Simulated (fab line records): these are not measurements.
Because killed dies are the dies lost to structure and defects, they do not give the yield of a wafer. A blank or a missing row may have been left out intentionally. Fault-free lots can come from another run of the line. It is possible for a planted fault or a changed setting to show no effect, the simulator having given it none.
Chamber matching || flow nandHarc || NHARC_A_STAIRCASE_ETCH_253 on rieDiel-01: 4 sister chambers
The step etches the open film in C4F8/O2, target depth 50 nm, time 20.2 s. 4 wafers are shown with their chamber, then 10 later ones without.

WAFERS WITH THEIR CHAMBER
{"wafer": "L083.4", "chamber": 2, "rfVppV (V)": 888}
{"wafer": "L084.3", "chamber": 1, "rfVppV (V)": 889}
{"wafer": "L084.5", "chamber": 3, "rfVppV (V)": 903}
{"wafer": "L086.5", "chamber": 0, "rfVppV (V)": 897}

WAFERS WITH NO CHAMBER GIVEN
{"wafer": "L086.6", "rfVppV (V)": 889}
{"wafer": "L090.1", "rfVppV (V)": 889}
{"wafer": "L090.3", "rfVppV (V)": 889}
{"wafer": "L090.5", "rfVppV (V)": 904}
{"wafer": "L089.1", "rfVppV (V)": 888}
{"wafer": "L089.3", "rfVppV (V)": 903}
{"wafer": "L089.6", "rfVppV (V)": 905}
{"wafer": "L097.2", "rfVppV (V)": 904}
{"wafer": "L097.3", "rfVppV (V)": 897}
{"wafer": "L097.6", "rfVppV (V)": 904}

CHAMBER TAKEN BY EACH
{"wafer": "L086.6", "from the rows above": "can't be placed: 1 or 2", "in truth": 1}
{"wafer": "L090.1", "from the rows above": "can't be placed: 1 or 2", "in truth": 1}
{"wafer": "L090.3", "from the rows above": "can't be placed: 1 or 2", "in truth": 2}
{"wafer": "L090.5", "from the rows above": 3, "in truth": 3}
{"wafer": "L089.1", "from the rows above": "can't be placed: 2 or 1", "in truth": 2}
{"wafer": "L089.3", "from the rows above": 3, "in truth": 3}
{"wafer": "L089.6", "from the rows above": 3, "in truth": 3}
{"wafer": "L097.2", "from the rows above": 3, "in truth": 3}
{"wafer": "L097.3", "from the rows above": 0, "in truth": 0}
{"wafer": "L097.6", "from the rows above": 3, "in truth": 3}
Correctly placed: 6 of 10. Cannot be placed on the basis of these rows: 4; the candidates contain the true chamber in 4. Wrongly placed: 0.
How it was worked out, from the rows above alone: a wafer's distance from a chamber is the root of the sum, over the readings, of the square of ((its reading less the chamber's mean) divided by the reading's scatter). The wafer belongs to the nearest chamber; if the next one is less than 2 further off, it can't be placed. The mean given for a chamber averages the wafers shown for that chamber. The scatter: root of mean squared gap, hidden wafer to nearest shown wafer, with one shown wafer a chamber.
